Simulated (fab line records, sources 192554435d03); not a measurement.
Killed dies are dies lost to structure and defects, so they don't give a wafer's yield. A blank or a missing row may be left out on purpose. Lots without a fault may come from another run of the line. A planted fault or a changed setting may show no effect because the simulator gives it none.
Split-lot experiment | flow n5_finfet | 7 lots, 21 wafers read, on a route of 1938 steps

THE SPLIT
At N5_MOL_CONTACT_COAG_CONTACT_ETCH_14 (etches SiO2 in C4F6/O2, target depth 27.5 nm, overetch 8.5 nm, time 20 s), the setting source_w was moved away from the recipe's 370 W on 9 of the 21 wafers read, by -17.9% to +10.1%. The other wafers ran this setting at the recipe's value.

The reading is taken at the split's own step.

THE READING
rf_vpp_V, in V, at N5_MOL_CONTACT_COAG_CONTACT_ETCH_14 (etches SiO2 in C4F6/O2, target depth 27.5 nm, overetch 8.5 nm, time 20 s). Fault-free wafers of this fab line usually give 691.8 V, standard deviation 3 V.

wafer  | tool, chamber at the split | source_w as run, W | against the recipe | rf_vpp_V, V | against lot-mates on the recipe
L078.4 | rie_diel-01, 1             | 339.2              | -8.3%              | 710.7       | +19.2
L078.5 | rie_diel-01, 1             | 339.2              | -8.3%              | 709.6       | +18.1
L078.6 | rie_diel-01, 0             | 370                | recipe             | 691.5       | -
L080.3 | rie_diel-01, 3             | 370                | recipe             | 690.3       | -
L080.4 | rie_diel-01, 1             | 370                | recipe             | 690.8       | -
L080.5 | rie_diel-01, 0             | 370                | recipe             | 689.6       | -
L081.1 | rie_diel-01, 0             | 303.7              | -17.9%             | 729.8       | +37.6
L081.2 | rie_diel-01, 2             | 370                | recipe             | 693.8       | -
L081.5 | rie_diel-01, 1             | 370                | recipe             | 690.5       | -
L084.1 | rie_diel-01, 1             | 334                | -9.7%              | 712.3       | +22.0
L084.4 | rie_diel-01, 0             | 370                | recipe             | 689.7       | -
L084.5 | rie_diel-01, 1             | 370                | recipe             | 690.8       | -
L093.1 | rie_diel-03, 0             | 370                | recipe             | 691.1       | -
L093.3 | rie_diel-03, 1             | 370                | recipe             | 689.8       | -
L093.6 | rie_diel-03, 0             | 336.4              | -9.1%              | 714.0       | +23.5
L096.3 | rie_diel-03, 3             | 400.8              | +8.3%              | 668.9       | -19.1
L096.4 | rie_diel-03, 3             | 370                | recipe             | 688.0       | -
L096.5 | rie_diel-03, 0             | 400.8              | +8.3%              | 676.3       | -11.7
L097.1 | rie_diel-03, 1             | 370                | recipe             | 690.2       | -
L097.3 | rie_diel-03, 0             | 407.2              | +10.1%             | 673.5       | -16.7
L097.6 | rie_diel-03, 3             | 407.2              | +10.1%             | 664.1       | -26.1

THE FIT
A straight line over all 21 wafers: rf_vpp_V changes by -2.24 V for each +1% of source_w; r = -0.99; the points scatter about the line by 2.4 V.
The same after taking each lot's own level away (the mean of its wafers on the recipe; 21 wafers): -2.14 V for each +1%; r = -0.99; scatter 2.4 V.
On that fit, the largest move of source_w shifts the reading by 38 V.
The lots' own levels span 688.00 to 692.15 V, that is 1.4 times the standard deviation above.
So the lot-to-lot level changes the slope little: the two slopes agree.
Check: with one of the wafers moved furthest among these (-17.9%) left out of the fit, the line predicts +39.5 V for it against its lot-mates. It came out at +37.6 V against them.
Tool readings at the split's step, against how far the setting was moved: rf_vpp_V r = -0.99.

OTHER SPLITS ON THESE WAFERS
These wafers also went through other splits before the reading. Each is held against what the fit with the lots' levels taken away leaves over:
other split on the same wafers        | wafers away from the commonest value | r with rf_vpp_V (lot level and that fit taken away)
N5_SDB_EXPOSE_08 dose_mj              | 5                                    | -0.01
N5_HKMG_FIN_ETCH_54 source_w          | 9                                    | -0.57
N5_HKMG_FIN_ETCH_58 bias_w            | 4                                    | +0.21
N5_HKMG_FIN_EXPOSE_09 dose_mj         | 8                                    | -0.09
N5_MOL_CONTACT_COAG_ETCH_106 source_w | 12                                   | +0.03

THE WHOLE CHAIN: every reading that the file lists as answering this split, in the file's order
step                                | what it does                                                             | reading                                                                                 | change (the file's fit)                                                          | r (the file's)
N5_MOL_CONTACT_COAG_CONTACT_ETCH_14 | etches SiO2 in C4F6/O2, target depth 27.5 nm, overetch 8.5 nm, time 20 s | rf_vpp_V                                                                                | -2.17 V for each +1% of the setting                                              | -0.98
N5_MOL_CONTACT_COAG_ALD_27          | deposits SiOC, target thk 17 nm, pulse time 1.5 s, time 2720 s           | SiOC_of_MOL_CONTACT_COAG_ALD_27.thk_nm (the simulator's own value, which no gauge read) | not straight: 17 at the lowest setting, 16.27 at the recipe, 17.2 at the highest | not given

THE FILE'S OWN FIT
rf_vpp_V changes by -2.17 V for each +1% of source_w, r = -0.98.
